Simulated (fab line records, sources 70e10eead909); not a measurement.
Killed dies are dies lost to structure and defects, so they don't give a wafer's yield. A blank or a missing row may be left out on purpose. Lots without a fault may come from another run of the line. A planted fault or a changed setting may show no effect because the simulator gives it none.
One fault seen from 2 desks | flow nand_harc | each desk has only its own numbers; what lay behind them comes last

THE METROLOGY DESK
What the gauges read, lot by lot, whatever tool the lot ran on: means of the sampled wafers that have a number. A lot is out of limits, marked OUT, if its mean lies more than 4 standard deviations from the usual mean; the brackets give that distance.
Columns: A = cd_nm at NHARC_A_CHANNEL_HOLE_D1_CD_MEAS_10, usual 99.8 nm; B = cd_nm at NHARC_A_CHANNEL_HOLE_D1_CD_MEAS_18, usual 99.2 nm
lot  | first seen here | A                | B
L597 | day 9 01:13     | 99.1             | 97.8
L598 | day 9 12:46     | 100.1            | 99.8
L601 | day 10 07:23    | 100.2            | 96.2
L604 | day 11 19:22    | 100.2            | 97.2
L606 | day 12 16:41    | 99.7             | 96.1
L607 | day 12 21:35    | 100.3            | 101.5
L608 | day 13 08:10    | 102.1 (+4.1) OUT | 100.9
L609 | day 13 20:21    | 101.4            | 103.0
L616 | day 16 15:37    | 99.4             | 98.1
L617 | day 17 07:53    | 99.7             | 98.1
L618 | day 17 15:36    | 99.6             | 99.0
L619 | day 18 01:40    | 99.7             | 99.7
This desk's finding: out of limits on L608; first on L608, day 13 08:10 (cd_nm at NHARC_A_CHANNEL_HOLE_D1_CD_MEAS_10). In limits: L597, L598, L601, L604, L606, L607, L609, L616, L617, L618, L619.

THE TOOL OWNER'S DESK: litho_track-01
The tool's own readings at NHARC_A_CHANNEL_HOLE_D1_PEB_08 (peb time 65 s): means of the sampled wafers that have a number, for each lot that ran on this tool. A lot is out of limits, marked OUT, if its mean lies more than 4 standard deviations from the usual mean; the brackets give that distance.
Columns: A = heater_power_total_W at NHARC_A_CHANNEL_HOLE_D1_PEB_08, usual 156.6 W; B = plate_temp_C at NHARC_A_CHANNEL_HOLE_D1_PEB_08, usual 99.98 C
lot  | first seen here | A     | B
L598 | day 9 12:41     | 156.2 | 99.85
L606 | day 12 16:37    | 156.4 | 99.98
L608 | day 13 08:05    | 157.6 | 100.68 (+5.8) OUT
L609 | day 13 20:16    | 158.0 | 100.67 (+5.7) OUT
L616 | day 16 15:32    | 156.5 | 100.00
L617 | day 17 07:49    | 156.8 | 99.86
L619 | day 18 01:35    | 156.7 | 100.03
This desk's finding: out of limits on L608, L609; first on L608, day 13 08:05 (plate_temp_C at NHARC_A_CHANNEL_HOLE_D1_PEB_08). In limits: L598, L606, L616, L617, L619.

PUT TOGETHER
The tool owner's desk could have raised an alarm at day 13 08:05, on L608, L609.
The metrology desk could have raised an alarm at day 13 08:10, on L608.
The metrology desk has L609 on record, within its limits.
Of the lots named, all ran NHARC_A_CHANNEL_HOLE_D1_PEB_08 on litho_track-01.

WHAT THE SIMULATOR HAD PUT IN
Process parameter drift: litho_track-01, from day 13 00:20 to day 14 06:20, at NHARC_A_CHANNEL_HOLE_D1_PEB_08. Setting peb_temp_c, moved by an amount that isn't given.
Lots struck among those shown: L608, L609.
Hours from the fault's start to each desk's first reading out of limits: the tool owner's desk, 8; the metrology desk, 8.
